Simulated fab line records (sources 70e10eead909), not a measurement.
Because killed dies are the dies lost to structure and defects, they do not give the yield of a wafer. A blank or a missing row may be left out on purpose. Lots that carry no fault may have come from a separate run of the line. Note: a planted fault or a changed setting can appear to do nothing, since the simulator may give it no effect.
Which tool was responsible? | flow nand harc | 12 lots, 36 wafers sampled, at 4 steps of a route of 1159

## WHAT THE GAUGES SHOWED, per wafer
NHARC_P_BONDPAD_THK_MEAS_33: measures by ellipsometry.
lot  | measured     | on            | thk nm (nm)
L075 | day 6 20:25  | film metro-01 | 200.0 201.1 201.3
L077 | day 7 02:35  | film metro-02 | 201.9 200.1 201.6
L078 | day 7 15:35  | film metro-01 | 201.4 200.4 201.8
L082 | day 8 02:07  | film metro-01 | 199.6 200.6 198.1
L083 | day 8 13:33  | film metro-01 | 200.8 199.7 202.2
L086 | day 9 13:32  | film metro-01 | 199.4 201.7 200.6
L087 | day 9 16:54  | film metro-02 | 201.0 200.2 199.0
L089 | day 10 09:46 | film metro-01 | 201.0 202.1 198.9
L091 | day 10 17:34 | film metro-01 | 199.5 201.1 200.9
L092 | day 10 20:06 | film metro-02 | 201.9 201.7 203.3
L094 | day 11 16:30 | film metro-01 | 201.8 199.0 197.2
L097 | day 12 02:43 | film metro-02 | 198.3 198.9 199.3

## TOOL THAT RAN EACH LOT (tool first, then ch and the chambers of the sampled wafers, then the start)
lot  | NHARC_P_M1_ANNEAL_31             | NHARC_P_M2_STRIP_18                | NHARC_P_M2_DEGAS_29
L075 | rtp anneal-02 ch 0, day 6 14:11  | rie diel-03 ch 0,1,3, day 6 17:01  | pvd sputter-02, day 6 17:38
L077 | rtp anneal-02 ch 0, day 6 20:16  | rie diel-04 ch 0,3, day 6 23:07    | pvd sputter-02, day 6 23:45
L078 | rtp anneal-01 ch 0, day 7 08:49  | rie diel-03 ch 0,1,3, day 7 11:50  | pvd sputter-01, day 7 12:26
L082 | rtp anneal-01 ch 0, day 7 19:39  | rie diel-02 ch 0,1,3, day 7 22:25  | pvd sputter-02, day 7 23:09
L083 | rtp anneal-02 ch 0, day 8 06:57  | rie diel-03 ch 1,3, day 8 09:49    | pvd sputter-02, day 8 10:26
L086 | rtp anneal-02 ch 0, day 9 07:17  | rie diel-03 ch 2,3, day 9 10:06    | pvd sputter-03, day 9 10:45
L087 | rtp anneal-01 ch 0, day 9 10:37  | rie diel-03 ch 0,1,2, day 9 13:20  | pvd sputter-01, day 9 13:56
L089 | rtp anneal-02 ch 0, day 10 03:03 | rie diel-04 ch 0,1,3, day 10 06:22 | pvd sputter-01, day 10 06:58
L091 | rtp anneal-01 ch 0, day 10 11:10 | rie diel-03 ch 0,2, day 10 14:02   | pvd sputter-02, day 10 14:47
L092 | rtp anneal-01 ch 0, day 10 13:51 | rie diel-03 ch 0,2,3, day 10 16:40 | pvd sputter-01, day 10 17:18
L094 | rtp anneal-01 ch 0, day 11 09:52 | rie diel-04 ch 0,1,3, day 11 13:01 | pvd sputter-01, day 11 13:38
L097 | rtp anneal-01 ch 0, day 11 20:34 | rie diel-03 ch 2,3, day 11 23:14   | pvd sputter-02, day 11 23:54
- NHARC_P_M1_ANNEAL_31: time 90 s.
- NHARC_P_M2_STRIP_18: strips in N2/H2.
- NHARC_P_M2_DEGAS_29: time 60 s.

## THE ANSWER, worked out from the rows above alone
Rule: the lots themselves supply what counts as usual. The widest of any qualifying gaps counts: lots, ordered by their means at a reading, are off when they make up no more than a third of the lots, leave a main group of 4 or more, and stand apart from it by 3 or more times the standard deviation of that group's means. A main group whose means are all the same, to the digits that the tables above print for the reading, isn't used. Also off: a lot with no number at a reading for which 4 or more lots have one. All remaining lots with rows at the step are treated as sound.
Nothing can be told from this: no lot is off at any reading shown.

## WHAT WAS PUT IN BY THE SIMULATOR
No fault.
